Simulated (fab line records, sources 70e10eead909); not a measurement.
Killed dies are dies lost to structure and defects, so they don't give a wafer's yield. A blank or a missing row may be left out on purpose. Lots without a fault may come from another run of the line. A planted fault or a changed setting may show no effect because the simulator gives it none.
One fault seen from 2 desks | flow nand_harc | each desk has only its own numbers; what lay behind them comes last

THE TOOL OWNER'S DESK: rie_diel-03
The tool's own readings at NHARC_A_BONDPAD_STRIP_15 (strips in O2): means of the sampled wafers that have a number, for each lot that ran on this tool. A lot is out of limits, marked OUT, if its mean lies more than 4 standard deviations from the usual mean; the brackets give that distance.
Columns: A = chamber_pressure_mTorr at NHARC_A_BONDPAD_STRIP_15, usual 60.00 mTorr; B = drypump_motor_current_A at NHARC_A_BONDPAD_STRIP_15, usual 5.61 A; C = o2_flow_sccm at NHARC_A_BONDPAD_STRIP_15, usual 500.2 sccm; D = oes_product_au at NHARC_A_BONDPAD_STRIP_15, usual 0.999 a.u.; E = rf_vpp_V at NHARC_A_BONDPAD_STRIP_15, usual 58.0 V; F = showerhead_plenum_p_Torr at NHARC_A_BONDPAD_STRIP_15, usual 3.63 Torr; G = throttle_valve_pct at NHARC_A_BONDPAD_STRIP_15, usual 17.036 %
lot  | first seen here | A                       | B    | C     | D     | E    | F    | G
L336 | day 18 02:04    | 59.94                   | 5.48 | 498.6 | 0.988 | 58.9 | 3.65 | 17.038
L335 | day 18 03:21    | 60.04                   | 5.57 | 500.2 | 1.002 | 57.4 | 3.66 | 17.041
L338 | day 18 11:53    | 60.03                   | 5.53 | 500.0 | 0.998 | 58.9 | 3.71 | 17.036
L340 | day 19 01:18    | 60.02                   | 5.57 | 501.7 | 0.997 | 58.4 | 3.70 | 17.041
L342 | day 19 23:49    | 59.97                   | 5.55 | 500.2 | 1.001 | 57.9 | 3.71 | 17.049
L351 | day 21 20:33    | 50.62 (-99 or more) OUT | 5.57 | 501.1 | 1.000 | 57.9 | 3.66 | 17.033
L352 | day 21 23:12    | 50.59 (-99 or more) OUT | 5.56 | 500.8 | 0.999 | 58.1 | 3.66 | 17.043
L350 | day 22 02:18    | 50.65 (-99 or more) OUT | 5.59 | 498.4 | 0.999 | 58.4 | 3.61 | 17.031
This desk's finding: out of limits on L350, L351, L352; first on L351, day 21 20:33 (chamber_pressure_mTorr at NHARC_A_BONDPAD_STRIP_15). In limits: L336, L335, L338, L340, L342.

THE METROLOGY DESK
What the gauges read, lot by lot, whatever tool the lot ran on: means of the sampled wafers that have a number. A lot is out of limits, marked OUT, if its mean lies more than 4 standard deviations from the usual mean; the brackets give that distance.
Columns: A = thk_nm at NHARC_A_BONDPAD_THK_MEAS_30, usual 200.1 nm
lot  | first seen here | A
L336 | day 18 00:52    | 200.3
L335 | day 18 02:07    | 201.3
L339 | day 18 05:13    | 199.4
L337 | day 18 06:02    | 200.7
L338 | day 18 06:42    | 200.7
L340 | day 19 00:15    | 200.6
L341 | day 19 12:19    | 200.9
L342 | day 19 22:38    | 200.8
L351 | day 21 19:22    | 200.2
L352 | day 21 22:00    | 201.2
L350 | day 22 01:15    | 199.8
L353 | day 22 05:49    | 199.2
This desk's finding: nothing out of limits on any of the 12 lots.

PUT TOGETHER
The tool owner's desk could have raised an alarm at day 21 20:33, on L350, L351, L352.
The metrology desk saw nothing out of limits.
The metrology desk has L350, L351, L352 on record, within its limits.
Of the lots named, all ran NHARC_A_BONDPAD_STRIP_15 on rie_diel-03.

WHAT THE SIMULATOR HAD PUT IN
Process parameter drift: rie_diel-03, from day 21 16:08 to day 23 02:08, at NHARC_A_BONDPAD_STRIP_15. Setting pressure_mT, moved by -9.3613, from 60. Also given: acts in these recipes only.
Lots struck among those shown: L350, L351, L352.
Hours from the fault's start to each desk's first reading out of limits: the tool owner's desk, 4.
